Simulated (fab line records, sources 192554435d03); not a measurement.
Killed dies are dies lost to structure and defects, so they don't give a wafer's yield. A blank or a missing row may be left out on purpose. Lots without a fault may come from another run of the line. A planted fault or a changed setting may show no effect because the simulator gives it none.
Split-lot experiment | flow n5_finfet | 7 lots, 39 wafers read, on a route of 1938 steps

THE SPLIT
At N5_FIN_SAQP_SPACER2_ALD_28 (deposits SiO2, target thk 8.1 nm, pulse time 1 s, purge time 2 s), the setting target_thk_a was moved away from the recipe's 81 angstrom on 6 of the 39 wafers read, by -45.7% to +31.2%. The other wafers ran this setting at the recipe's value.

FROM THE SPLIT TO THE READING: what the file shows between them, 9 steps
- N5_FIN_SAQP_SPACER2_ETCHBACK_29: etches SiO2 in CHF3/O2, target depth 12.2 nm, time 6.1 s
- N5_FIN_SAQP_MANDREL2_REMOVE_60: chemistry HBr/Cl2/O2, target a-Si, stops on SiNx, bt time 10 s
- N5_FIN_SAQP_CD_MEAS_31: target cd 8 nm
- N5_FIN_SAQP_HM_OPEN_33: chemistry CH3F/O2, target SiNx, target depth 49.4 nm, time 70.6 s
- N5_FIN_SAQP_ETCH_34: etches SiO2 in C4F6/O2, target depth 45 nm, time 15 s
- N5_FIN_SAQP_STRIP_77: strips in N2/H2, time 90 s
- N5_FIN_SAQP_HM_CD_35: target cd 8 nm
- N5_FIN_SAQP_ETCH_64: etches SiO2 in CF4, target depth 1.5 nm
- N5_FIN_SAQP_FIN_ETCH_36: etches the open film in HBr/Cl2/O2, target depth 120 nm, time 50.4 s

THE READING
cd_nm, in nm, at N5_FIN_SAQP_CD_MEAS_37 (target cd 8 nm). Fault-free wafers of this fab line usually give 8.1 nm, standard deviation 0.31 nm.

wafer  | tool, chamber at the split | target_thk_a as run, angstrom | against the recipe | cd_nm, nm | against lot-mates on the recipe
L076.1 | ald_sin-02, 0,1,3          | 43.98                         | -45.7%             | 4.1       | -3.7
L076.2 | ald_sin-02, 0,1,3          | 43.98                         | -45.7%             | 4.4       | -3.4
L076.3 | ald_sin-02, 2,3,0          | 81                            | recipe             | 7.6       | -
L076.4 | ald_sin-02, 2,3,0          | 81                            | recipe             | 8.1       | -
L076.5 | ald_sin-02, 2,3,0          | 81                            | recipe             | 7.7       | -
L076.6 | ald_sin-02, 0,1,3          | 43.98                         | -45.7%             | 4.3       | -3.5
L080.1 | ald_sin-04, 1,3,1          | 81                            | recipe             | 7.9       | -
L080.2 | ald_sin-04, 0,2,0          | 81                            | recipe             | 8.1       | -
L080.3 | ald_sin-04, 1,3,1          | 81                            | recipe             | 9.0       | -
L080.4 | ald_sin-04, 0,2,0          | 81                            | recipe             | 7.9       | -
L080.5 | ald_sin-04, 0,2,0          | 81                            | recipe             | 7.8       | -
L080.6 | ald_sin-04, 1,3,1          | 81                            | recipe             | 8.4       | -
L087.1 | ald_sin-04, 2,3            | 81                            | recipe             | 8.4       | -
L087.2 | ald_sin-04, 0,1,1,0        | 81                            | recipe             | 8.5       | -
L087.3 | ald_sin-04, 2,3            | 81                            | recipe             | 7.9       | -
L087.4 | ald_sin-04, 0,1,1,0        | 81                            | recipe             | 7.9       | -
L087.5 | ald_sin-04, 0,1,1,0        | 81                            | recipe             | 8.4       | -
L087.6 | ald_sin-04, 0,1,1,0        | 81                            | recipe             | 8.2       | -
L090.1 | ald_sin-02, 1              | 81                            | recipe             | 8.3       | -
L090.2 | ald_sin-02, 0,2,3,1,2      | 81                            | recipe             | 8.1       | -
L090.3 | ald_sin-02, 0,2,3,1,2      | 81                            | recipe             | 7.8       | -
L090.4 | ald_sin-02, 0,2,3,1,2      | 81                            | recipe             | 8.4       | -
L090.5 | ald_sin-02, 0,2,3,1,2      | 81                            | recipe             | 8.1       | -
L090.6 | ald_sin-02, 0,2,3,1,2      | 81                            | recipe             | 8.3       | -
L091.1 | ald_sin-02, 0,3,2,2,3      | 81                            | recipe             | 8.3       | -
L091.2 | ald_sin-02, 0,3,2,2,3      | 81                            | recipe             | 8.1       | -
L091.3 | ald_sin-02, 0,3,2,2,3      | 81                            | recipe             | 8.8       | -
L091.4 | ald_sin-02, 1              | 81                            | recipe             | 8.8       | -
L091.5 | ald_sin-02, 0,3,2,2,3      | 81                            | recipe             | 8.2       | -
L091.6 | ald_sin-02, 0,3,2,2,3      | 81                            | recipe             | 8.3       | -
L094.1 | ald_sin-02, 3,2,1          | 106.3                         | +31.2%             | 11.2      | +3.2
L094.2 | ald_sin-02, 3,2,1          | 106.3                         | +31.2%             | 11.2      | +3.2
L094.3 | ald_sin-02, 1,0            | 81                            | recipe             | 8.2       | -
L094.4 | ald_sin-02, 1,0            | 81                            | recipe             | 7.7       | -
L094.5 | ald_sin-02, 2              | 81                            | recipe             | 8.0       | -
L094.6 | ald_sin-02, 3,2,1          | 106.3                         | +31.2%             | 11.4      | +3.4
L097.3 | ald_sin-03, 1,2,1          | 81                            | recipe             | 7.8       | -
L097.5 | ald_sin-03, 1,2,1          | 81                            | recipe             | 7.8       | -
L097.6 | ald_sin-03, 1,2,1          | 81                            | recipe             | 7.7       | -
Where a row lists several chambers, the file gives one row for several wafers and doesn't say which wafer went through which chamber.

THE FIT
A straight line over all 39 wafers: cd_nm changes by +0.0898 nm for each +1% of target_thk_a; r = +0.97; the points scatter about the line by 0.34 nm.
The same after taking each lot's own level away (the mean of its wafers on the recipe; 39 wafers): +0.0867 nm for each +1%; r = +0.97; scatter 0.32 nm.
On that fit, the largest move of target_thk_a shifts the reading by 4 nm.
The lots' own levels span 7.77 to 8.42 nm, that is 2.1 times the standard deviation above.
So the lot-to-lot level changes the slope little: the two slopes agree.
Check: with one of the wafers moved furthest among these (-45.7%) left out of the fit, the line predicts -3.94 nm for it against its lot-mates. It came out at -3.7 nm against them.

OTHER SPLITS ON THESE WAFERS
These wafers also went through other splits before the reading. Each is held against what the fit with the lots' levels taken away leaves over:
other split on the same wafers | wafers away from the commonest value | r with cd_nm (lot level and that fit taken away)
N5_FIN_SAQP_PECVD_06 time_s    | 12                                   | -0.14

THE WHOLE CHAIN: every reading that the file lists as answering this split, in the file's order
step                           | what it does                                                     | reading                                                                                 | change (the file's fit)                | r (the file's)
N5_FIN_SAQP_SPACER2_ALD_28     | deposits SiO2, target thk 8.1 nm, pulse time 1 s, purge time 2 s | SiO2_of_FIN_SAQP_SPACER2_ALD_28.thk_nm (the simulator's own value, which no gauge read) | +0.0795 nm for each +1% of the setting | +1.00
N5_FIN_SAQP_MANDREL2_REMOVE_60 | chemistry HBr/Cl2/O2, target a-Si, stops on SiNx, bt time 10 s   | FIN_SAQP.cd_nm (the simulator's own value, which no gauge read)                         | +0.0802 nm for each +1% of the setting | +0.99
N5_FIN_SAQP_CD_MEAS_31         | target cd 8 nm                                                   | cd_nm                                                                                   | +0.0839 nm for each +1% of the setting | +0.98
N5_FIN_SAQP_HM_CD_35           | target cd 8 nm                                                   | cd_nm                                                                                   | +0.0829 nm for each +1% of the setting | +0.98
N5_FIN_SAQP_CD_MEAS_37         | target cd 8 nm                                                   | cd_nm                                                                                   | +0.0861 nm for each +1% of the setting | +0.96

THE FILE'S OWN FIT
cd_nm changes by +0.0861 nm for each +1% of target_thk_a, r = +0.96.
